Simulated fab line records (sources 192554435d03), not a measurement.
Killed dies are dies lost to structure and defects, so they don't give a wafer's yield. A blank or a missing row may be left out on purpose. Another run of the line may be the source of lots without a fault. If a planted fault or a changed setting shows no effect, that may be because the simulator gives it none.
2 desks looking at one fault + flow n5_finfet + only its own numbers are on each desk; what lay behind them is given at the end

FROM THE METROLOGY DESK
Means of the sampled wafers that have a number, per lot and without regard to the tool the lot ran on: this is what the gauges read. Marked OUT: a lot whose mean sits more than 4 standard deviations from the usual mean, which makes it out of limits; the brackets give that distance. Only the readings that lie furthest out on some lot appear, 7 of the 12 it has.
Columns: A = M4_THK at N5_BEOL_M4_THK_MEAS_53, usual 39.5 nm; B = M4_RS at N5_BEOL_M4_RS_MEAS_58, usual 0.68 ohm/sq; C = IOFF_P at N5_BEOL_M4_RC_MEAS_101, usual 0.20 nA/um; D = ION_P at N5_BEOL_M4_RC_MEAS_101, usual 462 uA/um; E = SS_N at N5_BEOL_M4_RC_MEAS_101, usual 71.2 mV/dec; F = SS_P at N5_BEOL_M4_RC_MEAS_101, usual 73.0 mV/dec; G = VT_P at N5_BEOL_M4_RC_MEAS_101, usual -251 mV
| lot  | first seen here | A    | B    | C    | D   | E    | F    | G    |
|------|-----------------|------|------|------|-----|------|------|------|
| L558 | day 9 09:17     | 40.9 | 0.64 | 0.18 | 460 | 70.5 | 72.2 | -248 |
| L561 | day 10 03:26    | 38.7 | 0.69 | 0.24 | 467 | 72.2 | 73.3 | -248 |
| L563 | day 10 20:46    | 39.0 | 0.70 | 0.18 | 462 | 70.8 | 72.5 | -252 |
| L566 | day 11 04:52    | 40.5 | 0.65 | 0.15 | 450 | 71.0 | 72.8 | -253 |
| L569 | day 12 03:37    | 37.3 | 0.74 | 0.28 | 478 | 72.1 | 74.3 | -242 |
| L570 | day 12 09:05    | 41.5 | 0.64 | 0.23 | 466 | 71.3 | 73.4 | -249 |
This desk's finding: nothing out of limits on any of the 6 lots.

THE TOOL OWNER'S DESK: pecvd-02
The tool's own readings at N5_BEOL_M4_DEP_57 (deposits SiCN from 3MS/NH3, target thk 8 nm, time 14 s): means of the sampled wafers that have a number, for each lot that ran on this tool. Marked OUT: a lot whose mean sits more than 4 standard deviations from the usual mean, which makes it out of limits; the brackets give that distance.
Columns: A = showerhead_plenum_p_Torr at N5_BEOL_M4_DEP_57, usual 3.660 Torr; B = throttle_valve_pct at N5_BEOL_M4_DEP_57, usual 8.7 %
| lot  | first seen here | A     | B   |
|------|-----------------|-------|-----|
| L558 | day 9 09:29     | 3.654 | 8.3 |
| L569 | day 12 03:49    | 3.652 | 8.3 |
| L570 | day 12 09:18    | 3.650 | 8.2 |
This desk's finding: nothing out of limits on any of the 3 lots.

TAKEN TOGETHER
From the metrology desk's view, nothing was out of limits.
The tool owner's desk saw nothing out of limits.

WHAT THE SIMULATOR HAD PUT IN
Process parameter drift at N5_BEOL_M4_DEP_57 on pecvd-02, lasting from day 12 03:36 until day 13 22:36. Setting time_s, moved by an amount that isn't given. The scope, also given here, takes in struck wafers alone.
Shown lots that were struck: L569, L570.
